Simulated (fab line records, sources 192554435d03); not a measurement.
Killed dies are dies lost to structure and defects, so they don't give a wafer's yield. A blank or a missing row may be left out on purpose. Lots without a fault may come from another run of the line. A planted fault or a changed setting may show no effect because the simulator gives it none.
Chamber matching | flow n5_finfet | N5_BEOL_M9_ALD_74 on ald_metal-02: 4 sister chambers
The step deposits TaN, target thk 2 nm, pulse time 2 s, purge time 3 s. 8 wafers are shown with their chamber, then 12 later ones without.

WAFERS WITH THEIR CHAMBER
wafer  | chamber | heater_power_w (W)
L089.2 | 0       | 512
L088.4 | 0       | 515
L088.6 | 3       | 398
L090.3 | 3       | 389
L090.6 | 2       | 374
L093.1 | 1       | 405
L093.5 | 2       | 371
L093.6 | 1       | 418

WAFERS WITHOUT THEIR CHAMBER
wafer  | heater_power_w (W)
L094.1 | 413
L094.2 | 365
L094.3 | 418
L094.4 | 543
L094.5 | 422
L094.6 | 519
L096.1 | 408
L096.3 | 397
L096.5 | 408
L097.1 | 521
L097.2 | 398
L097.3 | 398

WHICH CHAMBER EACH WENT THROUGH
wafer  | from the rows above     | in truth
L094.1 | 1                       | 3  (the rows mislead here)
L094.2 | 2                       | 2
L094.3 | 1                       | 1
L094.4 | 0                       | 0
L094.5 | 1                       | 1
L094.6 | 0                       | 0
L096.1 | can't be placed: 1 or 3 | 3
L096.3 | can't be placed: 3 or 1 | 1
L096.5 | can't be placed: 1 or 3 | 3
L097.1 | 0                       | 0
L097.2 | can't be placed: 3 or 1 | 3
L097.3 | can't be placed: 3 or 1 | 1
Placed correctly: 6 of 12. Can't be placed from these rows: 5 (the true chamber is among the candidates in 5). Placed wrongly: 1.
How it was worked out, from the rows above alone: a wafer's distance from a chamber is the root of the sum, over the readings, of the square of ((its reading less the chamber's mean) divided by the reading's scatter). The wafer belongs to the nearest chamber; if the next one is less than 2 further off, it can't be placed. A chamber's mean is the mean of its shown wafers. The scatter: the root of (the sum of the squares of (reading less its chamber's mean) over the shown wafers, divided by (wafers less chambers)).
